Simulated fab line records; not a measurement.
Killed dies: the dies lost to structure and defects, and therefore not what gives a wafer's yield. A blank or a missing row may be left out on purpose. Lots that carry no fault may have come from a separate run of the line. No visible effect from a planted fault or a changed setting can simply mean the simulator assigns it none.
fab line records | flow nand_harc
record lots=6 | wafers=18 | last_day=24
route steps=1159 shown P_M0@278 P_M1@285 END@1159
lots that met no fault: from a run of the same line without faults
start_h: hours from the record's opening day to when the first of the lot's shown wafers began | wait_h: how many hours have passed since the lot's step before this one | " unchanged from the row above | L1.1+2: a row that stands for several wafers | - value missing, or start not given | * or withheld: withheld | < > ~ a bound
route shown NAME@n: names a module that has steps shown in the file, with the first one's number in the route | usual: mean and standard deviation over wafers with no fault | same: alike in all rows | chamber/n: place in a boat | sites: the reading at each site | _std_site: the values' standard deviation | _edge_site: outer sites' mean less inner sites' | radius_mm: for every site, how far away it sits from the centre of the wafer | mask NAME#n: copy n | behind: the tool/chamber that last shaped the wafer | hold: the reason the lot was held/the length of the hold in hours/how it ended | device: the transistor (n, p or np) that didn't switch | end of line: the tests these same wafers got at the end of their route | a step given without rows: its recipe and nothing more | killed: at the first sort, the dies lost to defects and structure; wafer yield is something else | map: per-die view of a wafer (x killed, . not killed, _ where there is no die)
set.NAME: the run value of the setting; set.NAME@STEP: its run value at that earlier step | model.NAME: the simulator's own value behind a step, which no gauge read
certain route steps with their lots: each step a table, each wafer a row
services: the hour from which a tool's chamber was out of use, counted from the record's first day as start_h (under 0 if before that day), plus the number of hours and why
## steps
# step NHARC_P_M0_CMP_23
# recipe t_overpolish_s=20 | target_thk_nm=117.53
# usual motor_current_A=11.5/0.79 | time_to_endpoint_s=27.8/2.1
lot.wafer | tool   | chamber | start_h | wait_h | motor_current_A | time_to_endpoint_s
L772.3    | cmp-01 | 0       | 154.31  | -      | 12.5            | 30.9
L772.2    | "      | 2       | "       | "      | 13.2            | 29.9
L772.5    | "      | 3       | "       | "      | 10.9            | 29.9
L774.1    | cmp-01 | 3       | 169.05  | -      | 11.8            | 28.4
L774.3    | "      | 0       | "       | "      | 11.8            | 25.9
L774.5    | "      | 0       | "       | "      | 12.0            | 29.1
L775.2    | cmp-02 | 0       | 174.51  | -      | 10.4            | 29.3
L775.5    | "      | 1       | "       | "      | 10.8            | 27.2
L775.6    | "      | 2       | "       | "      | 12.6            | 22.1
L779.3    | cmp-03 | 1       | 200.37  | -      | 11.3            | 27.4
L779.2    | "      | 2       | "       | "      | 11.1            | 25.9
L779.1    | "      | 3       | "       | "      | 11.2            | 28.2
L783.1    | cmp-03 | 1       | 217.14  | -      | 11.8            | 29.9
L783.5    | "      | 2       | "       | "      | 10.9            | 28.5
L783.6    | "      | 3       | "       | "      | 10.4            | 32.1
L787.2    | cmp-03 | 2       | 242.74  | -      | 11.1            | 27.9
L787.1    | "      | 3       | "       | "      | 10.3            | 31.8
L787.6    | "      | 2       | "       | "      | 10.8            | 28.2
# step NHARC_P_M0_THK_MEAS_24
# recipe thk_meas_gauge=xrf
# usual thk_nm=117.1/1.3
lot.wafer | tool          | chamber | start_h | wait_h | thk_nm
L772.2    | film_metro-01 | -       | 154.60  | -      | 117.3
L772.3    | "             | -       | "       | "      | 117.0
L772.5    | "             | -       | "       | "      | 119.5
L774.1    | film_metro-01 | -       | 169.36  | -      | 118.5
L774.3    | "             | -       | "       | "      | 118.9
L774.5    | "             | -       | "       | "      | 118.7
L775.2    | film_metro-02 | -       | 174.74  | -      | 116.0
L775.5    | "             | -       | "       | "      | 116.6
L775.6    | "             | -       | "       | "      | 116.9
L779.1    | film_metro-01 | -       | 200.68  | -      | 116.0
L779.2    | "             | -       | "       | "      | 117.3
L779.3    | "             | -       | "       | "      | 117.0
L783.1    | film_metro-02 | -       | 217.37  | -      | 117.3
L783.5    | "             | -       | "       | "      | 118.1
L783.6    | "             | -       | "       | "      | 118.4
L787.1    | film_metro-01 | -       | 243.03  | -      | 118.3
L787.2    | "             | -       | "       | "      | 116.3
L787.6    | "             | -       | "       | "      | 117.2
# step NHARC_P_M0_SRD_25
# step NHARC_P_M0_INSPECT_27
# usual raw_defect_count=299/140
lot.wafer | tool              | chamber | start_h | wait_h | raw_defect_count
L772.2    | defect_inspect-02 | -       | 154.76  | 0.0    | 246
L772.3    | "                 | -       | "       | "      | 146
L772.5    | "                 | -       | "       | "      | 202
L774.1    | defect_inspect-01 | -       | 169.54  | 0.1    | 323
L774.3    | "                 | -       | "       | "      | 335
L774.5    | "                 | -       | "       | "      | 334
L775.2    | defect_inspect-01 | -       | 174.90  | 0.0    | 243
L775.5    | "                 | -       | "       | "      | 170
L775.6    | "                 | -       | "       | "      | 312
L779.1    | defect_inspect-02 | -       | 200.84  | 0.0    | 274
L779.2    | "                 | -       | "       | "      | 196
L779.3    | "                 | -       | "       | "      | 260
L783.1    | defect_inspect-02 | -       | 217.53  | 0.0    | 366
L783.5    | "                 | -       | "       | "      | 304
L783.6    | "                 | -       | "       | "      | 345
L787.1    | defect_inspect-02 | -       | 243.18  | 0.0    | 103
L787.2    | "                 | -       | "       | "      | 165
L787.6    | "                 | -       | "       | "      | 223
# step NHARC_P_M0_PRE_CLEAN_31
# recipe time_s=12 | temp_c=370 | rf_power_w=300 | gas=NH3
# usual heater_power_w=623/84
lot.wafer | tool     | chamber | start_h | wait_h | heater_power_w
L772.3    | pecvd-01 | 0       | 154.82  | 0.1    | 528
L772.2    | "        | 2       | "       | "      | 782
L772.5    | "        | 0       | "       | "      | 529
L774.3    | pecvd-02 | 0       | 170.27  | 0.7    | 534
L774.1    | "        | 1       | "       | "      | 613
L774.5    | "        | 1       | "       | "      | 610
L775.2    | pecvd-03 | 0       | 174.98  | 0.1    | 621
L775.6    | "        | 2       | "       | "      | 746
L775.5    | "        | 1       | "       | "      | 743
L779.1    | pecvd-02 | 0       | 201.08  | 0.2    | 473
L779.3    | "        | 1       | "       | "      | 541
L779.2    | "        | 2       | "       | "      | 659
L783.1    | pecvd-02 | 1       | 217.60  | 0.1    | 589
L783.5    | "        | 1       | "       | "      | 603
L783.6    | "        | 0       | "       | "      | 567
L787.2    | pecvd-02 | 2       | 243.32  | 0.1    | 629
L787.1    | "        | 1       | "       | "      | 519
L787.6    | "        | 1       | "       | "      | 533
# step NHARC_P_M0_DEP_32
# recipe target_thk_a=300 | temp_c=370 | target_thk_nm=30 | pressure_torr=3 | flow_sccm=200 | rf_w=450 | material=SiCN
# usual chamber_pressure_Torr=3.000/0.0065 | heater_power_w=576/88
lot.wafer | tool     | chamber | start_h | wait_h | chamber_pressure_Torr | heater_power_w
L772.3    | pecvd-01 | 0       | 154.90  | 0.1    | 2.996                 | 479
L772.2    | "        | 2       | "       | "      | 2.990                 | 710
L772.5    | "        | 0       | "       | "      | 3.001                 | 468
L774.3    | pecvd-02 | 0       | 170.35  | 0.1    | 3.006                 | 519
L774.1    | "        | 1       | "       | "      | 3.005                 | 600
L774.5    | "        | 1       | "       | "      | 3.004                 | 583
L775.2    | pecvd-03 | 0       | 175.09  | 0.1    | 3.006                 | 571
L775.6    | "        | 2       | "       | "      | 3.002                 | 678
L775.5    | "        | 1       | "       | "      | 2.989                 | 689
L779.1    | pecvd-02 | 0       | 201.16  | 0.1    | 2.998                 | 422
L779.3    | "        | 1       | "       | "      | 3.006                 | 552
L779.2    | "        | 2       | "       | "      | 3.010                 | 523
L783.1    | pecvd-02 | 1       | 217.68  | 0.1    | 3.001                 | 594
L783.5    | "        | 1       | "       | "      | 2.998                 | 593
L783.6    | "        | 0       | "       | "      | 2.997                 | 469
L787.2    | pecvd-02 | 2       | 243.40  | 0.1    | 2.982                 | 536
L787.1    | "        | 1       | "       | "      | 3.005                 | 501
L787.6    | "        | 1       | "       | "      | 3.004                 | 509
# step NHARC_P_M1_DEP_00
# recipe target_thk_a=1825 | target_thk_nm=182.5 | temp_c=withheld | pressure_torr=5 | flow_sccm=200 | rf_w=600 | material=SiOC
# step NHARC_P_M1_DEHYDRATE_01
# recipe temp_c=150 | time_s=120
# step NHARC_P_M1_HMDS_02
# recipe time_s=30
# step NHARC_P_M1_COAT_34
# recipe temp_c=200 | time_s=65
# step NHARC_P_M1_COAT_03
# recipe spin_rpm=1500 | resist_thk_nm=90
# step NHARC_P_M1_SOFTBAKE_04
# recipe temp_c=105 | time_s=55
# usual heater_power_total_W=188.46/0.14
lot.wafer | tool           | chamber | start_h | wait_h | heater_power_total_W
L772.2    | litho_track-06 | 0       | 155     | -      | 188.28
L772.3    | "              | 0       | "       | "      | 188.42
L772.5    | "              | 0       | "       | "      | 188.46
L774.1    | litho_track-06 | 0       | 171     | -      | 180.58
L774.3    | "              | 0       | "       | "      | 180.80
L774.5    | "              | 0       | "       | "      | 180.87
L775.2    | litho_track-06 | 0       | 175     | -      | 180.80
L775.5    | "              | 0       | "       | "      | 180.71
L775.6    | "              | 0       | "       | "      | 180.59
L779.1    | litho_track-04 | 0       | 201     | -      | 188.52
L779.2    | "              | 0       | "       | "      | 188.37
L779.3    | "              | 0       | "       | "      | 188.40
L783.1    | litho_track-04 | 0       | 218     | -      | 188.39
L783.5    | "              | 0       | "       | "      | 188.35
L783.6    | "              | 0       | "       | "      | 188.31
L787.1    | litho_track-04 | 0       | 244     | -      | 188.45
L787.2    | "              | 0       | "       | "      | 188.47
L787.6    | "              | 0       | "       | "      | 188.38
# step NHARC_P_M1_EBR_05
# step NHARC_END_SORT_01
# recipe temp_c=25
# usual defect_limited_yield=95.2/1.6 | killed_at_array=29/11 | killed_at_other=0.6/0.75 | killed_at_periphery=3.1/2.1 | killed_dies=32/11 | killed_open=3.0/1.8 | killed_short=1.8/1.3 | sort_bin_2_pct=1.5/0.7 | sort_bin_3_pct=0.26/0.22 | sort_bin_4_pct=3.0/1 | sort_n_pass=645/11 | sort_rim_yield_pct=94.9/3 | sort_yield_pct=95.2/1.6
# same gross_dies=677 | sort_bin_5_pct[%]=0 | sort_bin_6_pct[%]=0 | sort_bin_7_pct[%]=0 | sort_bin_8_pct[%]=0 | sort_rim_n_gross=106.00
lot.wafer | tool      | chamber | start_h | wait_h | defect_limited_yield[%] | killed_at_array | killed_at_other | killed_at_periphery | killed_dies | killed_open | killed_short | sort_bin_2_pct[%] | sort_bin_3_pct[%] | sort_bin_4_pct[%] | sort_n_pass | sort_rim_yield_pct[%] | sort_yield_pct[%]
L772.2    | prober-02 | 0       | 475.39  | 2.9    | 94.2                    | 33              | 0               | 6                   | 39          | 1           | 3            | 2.5               | 0.30              | 3.0               | 638         | 91.5                  | 94.2
L772.3    | prober-02 | 0       | 476.19  | 3.1    | 93.9                    | 33              | 0               | 8                   | 41          | 4           | 0            | 2.2               | 0.59              | 3.2               | 636         | 94.3                  | 93.9
L772.5    | prober-02 | 0       | 477.80  | 3.7    | 93.4                    | 40              | 0               | 5                   | 45          | 0           | 2            | 2.7               | 0.15              | 3.8               | 632         | 91.5                  | 93.4
L774.1    | prober-02 | 0       | 489.83  | 2.5    | 94.2                    | 33              | 1               | 5                   | 39          | 3           | 2            | 1.3               | 0.30              | 4.1               | 638         | 93.4                  | 94.2
L774.3    | prober-02 | 0       | 491.42  | 3.1    | 95.3                    | 28              | 0               | 4                   | 32          | 1           | 1            | 2.1               | 0                 | 2.7               | 645         | 98.1                  | 95.3
L774.5    | prober-02 | 0       | 493.01  | 3.7    | 95.9                    | 21              | 2               | 5                   | 28          | 4           | 1            | 0.9               | 0                 | 3.2               | 649         | 95.3                  | 95.9
L783.1    | prober-02 | 0       | 542.60  | 2.5    | 95.9                    | 27              | 0               | 1                   | 28          | 2           | 1            | 1.9               | 0.15              | 2.1               | 649         | 94.3                  | 95.9
L783.5    | prober-02 | 0       | 545.78  | 3.7    | 95.4                    | 30              | 0               | 1                   | 31          | 1           | 5            | 1.3               | 0.30              | 3.0               | 646         | 93.4                  | 95.4
L783.6    | prober-02 | 0       | 546.58  | 4.0    | 95.0                    | 30              | 0               | 4                   | 34          | 6           | 3            | 2.2               | 0.59              | 2.2               | 643         | 93.4                  | 95.0
# killed by level:class
L772.2 A_CHANNEL_HOLE_D1:chamber_film_flake=17 A_SLIT:chamber_film_flake=6 P_GATE:chamber_film_flake=3 A_CONTACT:chamber_film_flake=3 A_ZERO_WELL:chamber_film_flake=2 P_CONTACT:geometric_particle:short=1 P_M0:geometric_particle:open=1 A_ONON_D1:geometric_particle:short=1
L772.3 A_CHANNEL_HOLE_D1:chamber_film_flake=12 A_SLIT:chamber_film_flake=11 A_CONTACT:chamber_film_flake=6 P_GATE:chamber_film_flake=3 P_M0:chamber_film_flake=3 P_CONTACT:geometric_particle:open=1 P_M1:geometric_particle:open=1 A_SGD_CUT:geometric_particle:open=1
L772.5 A_CHANNEL_HOLE_D1:chamber_film_flake=15 A_SLIT:chamber_film_flake=14 A_CONTACT:chamber_film_flake=4 P_GATE:chamber_film_flake=2 P_M0:chamber_film_flake=2 A_CHANNEL_FILL_D1:chamber_film_flake=2 A_WL_FILL:chamber_film_flake=2 A_WL_FILL:geometric_particle:short=1
L774.1 A_SLIT:chamber_film_flake=11 A_CHANNEL_HOLE_D1:chamber_film_flake=11 P_ZERO_WELL:chamber_film_flake=5 A_ONON_D1:geometric_particle:short=2 A_CHANNEL_FILL_D1:chamber_film_flake=2 A_WL_FILL:chamber_film_flake=2 A_M1:chamber_film_flake=2 A_BLC:geometric_particle:open=1
L774.3 A_SLIT:chamber_film_flake=16 P_ZERO_WELL:chamber_film_flake=3 A_ZERO_WELL:chamber_film_flake=3 A_CHANNEL_FILL_D1:chamber_film_flake=3 A_CHANNEL_HOLE_D1:chamber_film_flake=2 A_ONON_D1:geometric_particle:short=1 A_WL_FILL:geometric_particle:open=1 P_CONTACT:chamber_film_flake=1
L774.5 A_SLIT:chamber_film_flake=8 P_ZERO_WELL:chamber_film_flake=4 A_ZERO_WELL:chamber_film_flake=2 A_CHANNEL_HOLE_D1:chamber_film_flake=2 A_CHANNEL_FILL_D1:chamber_film_flake=2 THIN_TSV:chamber_film_flake=2 A_ONON_D1:geometric_particle:open=1 A_WL_FILL:geometric_particle:short=1
L783.1 A_CHANNEL_HOLE_D1:chamber_film_flake=15 A_STAIRCASE:chamber_film_flake=6 A_CONTACT:chamber_film_flake=2 A_SOURCE_PLATE:geometric_particle:short=1 A_WL_FILL:geometric_particle:open=1 A_CONTACT:geometric_particle:open=1 P_GATE:chamber_film_flake=1 A_WL_FILL:chamber_film_flake=1
L783.5 A_CHANNEL_HOLE_D1:chamber_film_flake=12 A_STAIRCASE:chamber_film_flake=6 A_CONTACT:chamber_film_flake=3 A_CHANNEL_HOLE_D1:geometric_particle:short=2 A_M0:chamber_film_flake=2 P_GATE:geometric_particle:short=1 A_SOURCE_PLATE:geometric_particle:short=1 A_WL_FILL:geometric_particle:short=1
L783.6 A_CHANNEL_HOLE_D1:chamber_film_flake=17 A_STAIRCASE:chamber_film_flake=4 P_GATE:geometric_particle:short=1 P_CONTACT:geometric_particle:open=1 P_M0:geometric_particle:open=1 A_SOURCE_PLATE:geometric_particle:open=1 A_SOURCE_PLATE:geometric_particle:short=1 A_CHANNEL_FILL_D1:geometric_particle:open=1
## services
tool           | chamber | start_h | hours | kind
pecvd-01       | 2       | 137.55  | 13.5  | repair
litho_track-04 | -       | 141.00  | 7.0   | pm
cmp-02         | -       | 150.66  | 0.3   | repair
pecvd-02       | -       | 153.44  | 13.0  | pm
pecvd-02       | 0       | 153.44  | 13.0  | vent_cycle
pecvd-02       | 1       | 153.44  | 13.0  | vent_cycle
pecvd-02       | 2       | 153.44  | 13.0  | vent_cycle
cmp-03         | -       | 156.00  | 4.0   | pm
pecvd-01       | 2       | 157.18  | 8.7   | repair
cmp-03         | -       | 160.00  | -     | consumable_replace:conditioner
cmp-03         | -       | 160.00  | -     | consumable_replace:pad
pecvd-02       | 0       | 166.44  | -     | clean
pecvd-02       | 1       | 166.44  | -     | clean
pecvd-02       | 2       | 166.44  | -     | clean
pecvd-01       | -       | 167.42  | 7.7   | repair
cmp-01         | -       | 179.50  | 4.0   | pm
litho_track-04 | -       | 182.20  | -     | consumable_replace:filter
cmp-01         | -       | 183.50  | -     | consumable_replace:conditioner
cmp-01         | -       | 183.50  | -     | consumable_replace:pad
litho_track-06 | -       | 183.95  | -     | consumable_replace:filter
cmp-02         | -       | 211.43  | 4.2   | repair
pecvd-02       | -       | 220.80  | 1.6   | repair
cmp-02         | -       | 226.57  | 4.0   | pm
pecvd-01       | -       | 237.16  | 13.0  | pm
## key
first_sign step=NHARC_P_M1_SOFTBAKE_04 | reading=heater_power_total_W | direction=down | sigmas=55 | usual=* | struck=*
effect none on later readings
met_at NHARC_P_M1_SOFTBAKE_04
struck_wafers L774.1,L774.3,L774.5,L775.2,L775.5,L775.6
onset_between 155 171
fault kind=process_parameter_drift | tool=litho_track-06 | chamber=- | onset_h=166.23 | steps=NHARC_P_M1_SOFTBAKE_04 | channel=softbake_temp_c | offset=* | shape=step | end_h=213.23 | acts_in=* | stated=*
